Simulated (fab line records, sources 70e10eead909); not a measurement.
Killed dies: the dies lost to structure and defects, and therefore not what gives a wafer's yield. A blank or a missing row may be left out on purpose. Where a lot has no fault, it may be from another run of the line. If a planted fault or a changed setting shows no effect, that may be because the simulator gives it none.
Matching of chambers :: flow nand harc :: NHARC_A_CHANNEL_FILL_D1_ETCHBACK_20 on rie diel-08: 4 sister chambers
The step etches the open film in C4F8/O2/Ar, target depth 27 nm, time 13.5 s. 18 wafers are shown with their chamber, then 9 later ones without.

== EACH WAFER AND ITS CHAMBER ==
wafer: L077.1
chamber: 0
rf vpp V (V): 974
oes product au (a.u.): 0.99

wafer: L077.2
chamber: 2
rf vpp V (V): 971
oes product au (a.u.): 0.97

wafer: L077.5
chamber: 0
rf vpp V (V): 974
oes product au (a.u.): 0.98

wafer: L081.2
chamber: 3
rf vpp V (V): 974
oes product au (a.u.): 1.00

wafer: L081.4
chamber: 0
rf vpp V (V): 975
oes product au (a.u.): 0.99

wafer: L081.5
chamber: 1
rf vpp V (V): 975
oes product au (a.u.): 0.99

wafer: L083.2
chamber: 3
rf vpp V (V): 974
oes product au (a.u.): 0.99

wafer: L083.3
chamber: 2
rf vpp V (V): 970
oes product au (a.u.): 1.00

wafer: L083.5
chamber: 1
rf vpp V (V): 975
oes product au (a.u.): 0.99

wafer: L085.2
chamber: 0
rf vpp V (V): 973
oes product au (a.u.): 0.91

wafer: L085.4
chamber: 2
rf vpp V (V): 970
oes product au (a.u.): 0.91

wafer: L085.5
chamber: 2
rf vpp V (V): 971
oes product au (a.u.): 0.92

wafer: L085.1
chamber: 1
rf vpp V (V): 978
oes product au (a.u.): 0.90

wafer: L085.3
chamber: 3
rf vpp V (V): 975
oes product au (a.u.): 0.91

wafer: L085.6
chamber: 3
rf vpp V (V): 975
oes product au (a.u.): 0.91

wafer: L087.3
chamber: 2
rf vpp V (V): 970
oes product au (a.u.): 0.92

wafer: L087.4
chamber: 1
rf vpp V (V): 978
oes product au (a.u.): 0.92

wafer: L087.5
chamber: 2
rf vpp V (V): 971
oes product au (a.u.): 0.91

SIGNATURES, as means of the wafers listed above
reading: rf vpp V
chamber 0: 974.00
chamber 1: 976.50
chamber 2: 970.50
chamber 3: 974.50
scatter within a chamber: 0.982

reading: oes product au
chamber 0: 0.9675
chamber 1: 0.9500
chamber 2: 0.9383
chamber 3: 0.9525
scatter within a chamber: 0.0426
Rule: distance of a wafer from a chamber = root of the sum over the readings of ((wafer's reading minus chamber's mean) / reading's scatter) squared. If the next closest chamber is less than 2 further off than the closest, the wafer can't be placed; otherwise it belongs to the closest. How the scatter is found: for the shown wafers, subtract from each reading the mean of its chamber, square and add these, divide the total by (wafers less chambers), then take the root.

== WAFERS WHOSE CHAMBER IS MISSING ==
wafer: L087.1
rf vpp V (V): 974
oes product au (a.u.): 0.91

wafer: L087.2
rf vpp V (V): 974
oes product au (a.u.): 0.92

wafer: L087.6
rf vpp V (V): 976
oes product au (a.u.): 0.93

wafer: L088.3
rf vpp V (V): 975
oes product au (a.u.): 0.99

wafer: L088.5
rf vpp V (V): 975
oes product au (a.u.): 0.99

wafer: L088.6
rf vpp V (V): 971
oes product au (a.u.): 0.98

wafer: L093.3
rf vpp V (V): 975
oes product au (a.u.): 0.91

wafer: L093.5
rf vpp V (V): 978
oes product au (a.u.): 0.92

wafer: L093.6
rf vpp V (V): 974
oes product au (a.u.): 0.91

== EACH ONE'S CHAMBER ==
wafer: L087.1
from the rows above: can't be placed: 3 or 0 or 1
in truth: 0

wafer: L087.2
from the rows above: can't be placed: 3 or 0 or 1
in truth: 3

wafer: L087.6
from the rows above: can't be placed: 1 or 3 or 0
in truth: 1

wafer: L088.3
from the rows above: can't be placed: 3 or 0 or 1
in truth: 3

wafer: L088.5
from the rows above: can't be placed: 3 or 0 or 1
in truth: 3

wafer: L088.6
from the rows above: can't be placed: 2 or 0
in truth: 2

wafer: L093.3
from the rows above: can't be placed: 3 or 0 or 1
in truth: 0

wafer: L093.5
from the rows above: can't be placed: 1 or 3
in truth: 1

wafer: L093.6
from the rows above: can't be placed: 3 or 0 or 1
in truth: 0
Correctly placed: 0 of 9. Can't be placed from these rows: 9 (the true chamber is among the candidates in 9). Number placed wrongly: 0.
